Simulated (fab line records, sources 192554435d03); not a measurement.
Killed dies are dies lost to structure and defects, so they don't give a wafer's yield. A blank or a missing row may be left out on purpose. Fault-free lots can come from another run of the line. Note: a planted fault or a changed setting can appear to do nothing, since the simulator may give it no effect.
What tool caused it? | flow n5 finfet | 9 lots with 27 wafers sampled at 5 steps, on a route of 1938 steps

## WHAT THE GAUGES READ, wafer by wafer
N5_BEOL_M2_INSPECT_13: inspects for defects (brightfield). Usual: raw defect count reads 447 (standard deviation 89).
lot  | measured     | on                | raw defect count | flag
L191 | day 7 17:11  | defect inspect-02 | 450 471 460      |
L194 | day 8 17:53  | defect inspect-01 | 298 290 377      |
L198 | day 9 18:04  | defect inspect-01 | 570 475 484      |
L201 | day 10 09:46 | defect inspect-01 | 532 408 319      |
L203 | day 10 22:38 | defect inspect-01 | 470 389 572      |
L204 | day 11 01:34 | defect inspect-02 | 432 427 434      |
L206 | day 11 07:45 | defect inspect-02 | 509 418 608      |
L207 | day 11 17:23 | defect inspect-01 | 421 376 443      |
L208 | day 12 04:11 | defect inspect-02 | 449 528 461      |

N5_BEOL_M4_RC_MEAS_101. Usual: DIBL_N 37.3 mV/V, standard deviation 2.3; DIBL_P 37.4 mV/V, standard deviation 2.9; IOFF_N 0.18 nA/um, standard deviation 0.045; IOFF_P 0.25 nA/um, standard deviation 0.054; ION_N 679 uA/um, standard deviation 15; ION_P 468 uA/um, standard deviation 9.7; SS_N 71.8 mV/dec, standard deviation 0.62; SS_P 73.6 mV/dec, standard deviation 0.76; VT_N 248 mV, standard deviation 4.1; VT_P -248 mV, standard deviation 3.6.
lot  | measured     | on        | DIBL_N (mV/V)  | DIBL_P (mV/V)  | IOFF_N (nA/um) | IOFF_P (nA/um) | ION_N (uA/um) | ION_P (uA/um) | SS_N (mV/dec)  | SS_P (mV/dec)  | VT_N (mV)   | VT_P (mV)      | flag
L191 | day 9 03:22  | prober-02 | 39.0 40.6 37.3 | 39.4 43.2 38.2 | 0.20 0.26 0.17 | 0.25 0.31 0.22 | 681 693 698   | 464 473 469   | 71.6 72.8 72.0 | 74.0 74.9 73.0 | 247 243 248 | -249 -248 -251 |
L194 | day 10 00:09 | prober-02 | 40.4 38.3 38.9 | 39.5 36.6 38.0 | 0.25 0.18 0.20 | 0.31 0.26 0.27 | 708 667 701   | 483 464 481   | 72.6 71.1 72.2 | 74.4 73.6 73.5 | 242 246 245 | -243 -245 -245 |
L198 | day 11 02:35 | prober-02 | 39.9 41.4 40.8 | 41.3 42.9 42.1 | 0.23 0.26 0.24 | 0.32 0.39 0.35 | 704 688 692   | 487 475 484   | 72.3 72.9 71.7 | 74.4 74.6 74.7 | 243 241 241 | -244 -241 -241 |
L201 | day 11 22:19 | prober-01 | 41.3 36.2 35.9 | 41.0 35.4 33.3 | 0.29 0.17 0.14 | 0.34 0.23 0.19 | 697 689 667   | 476 479 455   | 71.5 71.1 71.7 | 74.8 73.6 72.6 | 239 246 251 | -244 -246 -250 |
L203 | day 12 06:49 | prober-01 | 38.4 36.5 37.4 | 39.6 37.6 38.9 | 0.22 0.18 0.21 | 0.29 0.25 0.28 | 672 695 703   | 459 473 474   | 73.0 71.3 71.7 | 74.3 74.1 74.2 | 248 248 245 | -246 -246 -244 |
L204 | day 12 10:14 | prober-01 | 38.1 39.1 36.4 | 38.7 39.5 35.6 | 0.18 0.20 0.16 | 0.23 0.24 0.19 | 679 674 685   | 459 458 465   | 72.0 71.9 71.9 | 73.5 73.8 73.0 | 246 246 249 | -250 -250 -252 |
L206 | day 13 04:02 | prober-01 | 38.4 36.2 38.8 | 38.8 35.8 39.9 | 0.19 0.15 0.20 | 0.27 0.22 0.29 | 677 662 677   | 475 462 469   | 71.7 71.6 72.2 | 73.7 72.5 73.6 | 246 252 248 | -244 -245 -245 |
L207 | day 13 07:53 | prober-02 | 40.7 35.8 39.5 | 41.8 35.6 41.2 | 0.23 0.14 0.22 | 0.30 0.20 0.28 | 679 662 677   | 467 462 464   | 72.8 71.7 73.2 | 73.9 73.1 74.6 | 244 252 246 | -248 -252 -249 |
L208 | day 13 12:40 | prober-01 | 38.2 38.9 34.8 | 37.6 41.0 34.9 | 0.17 0.22 0.12 | 0.22 0.31 0.19 | 663 688 654   | 455 470 460   | 72.4 72.6 71.5 | 73.6 74.6 73.9 | 254 244 257 | -252 -246 -251 |

## TOOL THAT RAN EACH LOT (tool first, then ch and the chambers of the sampled wafers, then the start)
lot  | N5_BEOL_M2_ETCH_69                 | N5_BEOL_M2_ETCHBACK_99             | N5_BEOL_M2_VIA_ETCH_34
L191 | rie diel-02 ch 2,3, day 7 18:17    | rie diel-02 ch 0,1, day 8 01:26    | rie diel-02 ch 0,1, day 8 01:34
L194 | rie diel-06 ch 1,2, day 8 18:58    | rie diel-06 ch 1,3, day 8 20:23    | rie diel-06 ch 1,3, day 8 20:32
L198 | rie diel-06 ch 1,3, day 9 19:08    | rie diel-04 ch 0,2,3, day 9 20:41  | rie diel-04 ch 0,2,3, day 9 20:50
L201 | rie diel-06 ch 1,3, day 10 10:46   | rie diel-02 ch 0,2, day 10 12:32   | rie diel-02 ch 0,2, day 10 12:41
L203 | rie diel-04 ch 1,2,3, day 10 23:44 | rie diel-06 ch 0,1,3, day 11 00:43 | rie diel-06 ch 0,1,3, day 11 00:52
L204 | rie diel-02 ch 1,2,3, day 11 02:53 | rie diel-02 ch 1,2,3, day 11 12:47 | rie diel-02 ch 1,2,3, day 11 12:56
L206 | rie diel-04 ch 1,2,3, day 11 09:09 | rie diel-06 ch 1,3, day 11 16:53   | rie diel-06 ch 1,3, day 11 17:02
L207 | rie diel-02 ch 1,2,3, day 11 18:46 | rie diel-06 ch 1,2, day 11 19:20   | rie diel-06 ch 2,3, day 11 19:30
L208 | rie diel-04 ch 1,2,3, day 12 05:17 | rie diel-04 ch 1,3, day 12 05:44   | rie diel-04 ch 1,3, day 12 05:53
- N5_BEOL_M2_ETCH_69: etches SiARC in CF4, target depth 15.6 nm, time 26 s.
- N5_BEOL_M2_ETCHBACK_99: etches SiO2 in CHF3, target depth 5 nm, time 10.4 s.
- N5_BEOL_M2_VIA_ETCH_34: etches the open film in C4F6/O2, target depth 69.4 nm, time 65.9 s.

## WHAT THE TOOLS THEMSELVES READ (means of the sampled wafers that have a number; where no wafer has one, the mark that the record gives instead)
N5_BEOL_M2_ETCH_69. Usual: drypump motor current A 5.6 A, standard deviation 0.42; etch rf on time s 25.9 s, standard deviation 0.83; oes product au 0.65 a.u., standard deviation 0.062; rf vpp V 183.8 V, standard deviation 1.2; showerhead plenum p Torr 2.11 Torr, standard deviation 0.054; throttle valve pct 15.67 %, standard deviation 0.15.
lot  | tool        | drypump motor current A (A) | etch rf on time s (s) | oes product au (a.u.) | rf vpp V (V) | showerhead plenum p Torr (Torr) | throttle valve pct (%) | flag
L191 | rie diel-02 | 5.1                         | 24.8                  | 0.73                  | 183.8        | 2.13                            | 15.61                  |
L194 | rie diel-06 | 5.7                         | 26.7                  | 0.67                  | 184.2        | 2.11                            | 15.80                  |
L198 | rie diel-06 | 6.0                         | 23.8                  | 0.79                  | 182.4        | 2.09                            | 15.69                  |
L201 | rie diel-06 | 6.0                         | 24.1                  | 0.78                  | 183.5        | 2.09                            | 15.70                  |
L203 | rie diel-04 | 5.5                         | 25.6                  | 0.63                  | 183.3        | 2.08                            | 15.80                  |
L204 | rie diel-02 | 5.3                         | 25.9                  | 0.64                  | 184.3        | 2.10                            | 15.60                  |
L206 | rie diel-04 | 5.5                         | 25.6                  | 0.63                  | 183.4        | 2.08                            | 15.81                  |
L207 | rie diel-02 | 5.2                         | 26.1                  | 0.64                  | 183.5        | 2.10                            | 15.61                  |
L208 | rie diel-04 | 5.5                         | 25.8                  | 0.62                  | 183.1        | 2.07                            | 15.82                  |

N5_BEOL_M2_ETCHBACK_99. Usual: drypump motor current A 5.6 A, standard deviation 0.39; oes product au 0.77 a.u., standard deviation 0.08; rf vpp V 240 V, standard deviation 8.4; showerhead plenum p Torr 2.12 Torr, standard deviation 0.058; throttle valve pct 17.11 %, standard deviation 0.17.
lot  | tool        | drypump motor current A (A) | oes product au (a.u.) | rf vpp V (V) | showerhead plenum p Torr (Torr) | throttle valve pct (%) | flag
L191 | rie diel-02 | 5.8                         | 0.71                  | 243          | 2.16                            | 16.99                  |
L194 | rie diel-06 | 5.7                         | 0.87                  | 246          | 2.11                            | 17.11                  |
L198 | rie diel-04 | 5.9                         | 0.72                  | 234          | 2.14                            | 17.17                  |
L201 | rie diel-02 | 5.5                         | 0.71                  | 244          | 2.20                            | 17.01                  |
L203 | rie diel-06 | 5.8                         | 0.88                  | 240          | 2.10                            | 17.06                  |
L204 | rie diel-02 | 5.2                         | 0.75                  | 237          | 2.10                            | 16.99                  |
L206 | rie diel-06 | 6.0                         | 0.84                  | 249          | 2.09                            | 17.16                  |
L207 | rie diel-06 | 6.0                         | 0.80                  | 252          | 2.09                            | 17.24                  |
L208 | rie diel-04 | 5.4                         | 0.75                  | 236          | 2.08                            | 17.37                  |

N5_BEOL_M2_VIA_ETCH_34. Usual: drypump motor current A 5.6 A, standard deviation 0.39; oes_o_777_au 0.77 a.u., standard deviation 0.077; oes product au 0.77 a.u., standard deviation 0.079; rf vpp V 664 V, standard deviation 22; showerhead plenum p Torr 2.80 Torr, standard deviation 0.073; throttle valve pct 30.7 %, standard deviation 0.35.
lot  | tool        | drypump motor current A (A) | oes_o_777_au (a.u.) | oes product au (a.u.) | rf vpp V (V) | showerhead plenum p Torr (Torr) | throttle valve pct (%) | flag
L191 | rie diel-02 | 5.8                         | 0.70                | 0.72                  | 672          | 2.85                            | 30.3                   |
L194 | rie diel-06 | 5.7                         | 0.83                | 0.87                  | 679          | 2.79                            | 30.9                   |
L198 | rie diel-04 | 5.9                         | 0.74                | 0.73                  | 647          | 2.83                            | 30.8                   |
L201 | rie diel-02 | 5.5                         | 0.71                | 0.70                  | 674          | 2.91                            | 30.4                   |
L203 | rie diel-06 | 5.8                         | 0.85                | 0.87                  | 664          | 2.78                            | 30.8                   |
L204 | rie diel-02 | 5.2                         | 0.76                | 0.75                  | 653          | 2.77                            | 30.5                   |
L206 | rie diel-06 | 6.0                         | 0.80                | 0.84                  | 691          | 2.76                            | 30.9                   |
L207 | rie diel-06 | 5.5                         | 0.74                | 0.75                  | 676          | 2.80                            | 31.0                   |
L208 | rie diel-04 | 5.4                         | 0.75                | 0.75                  | 655          | 2.76                            | 31.2                   |

## THE ANSWER, worked out from the rows above alone
Rule: take the mean of a lot's wafers that have a number; if it is more than 3 standard deviations from the usual mean, the lot is off. Also off: a lot with no number at a reading for which 4 or more lots have one. The other lots that the step has rows for count as sound. First the gauges in route order, then the tools' own readings, where a lot's mean is used as printed above. The first step at which some lot is off is used, and at that step the reading that is off furthest; a lot without a number counts as furthest.
No lot is off on any of the readings shown, so nothing can be concluded from this.

## WHAT THE SIMULATOR PUT IN
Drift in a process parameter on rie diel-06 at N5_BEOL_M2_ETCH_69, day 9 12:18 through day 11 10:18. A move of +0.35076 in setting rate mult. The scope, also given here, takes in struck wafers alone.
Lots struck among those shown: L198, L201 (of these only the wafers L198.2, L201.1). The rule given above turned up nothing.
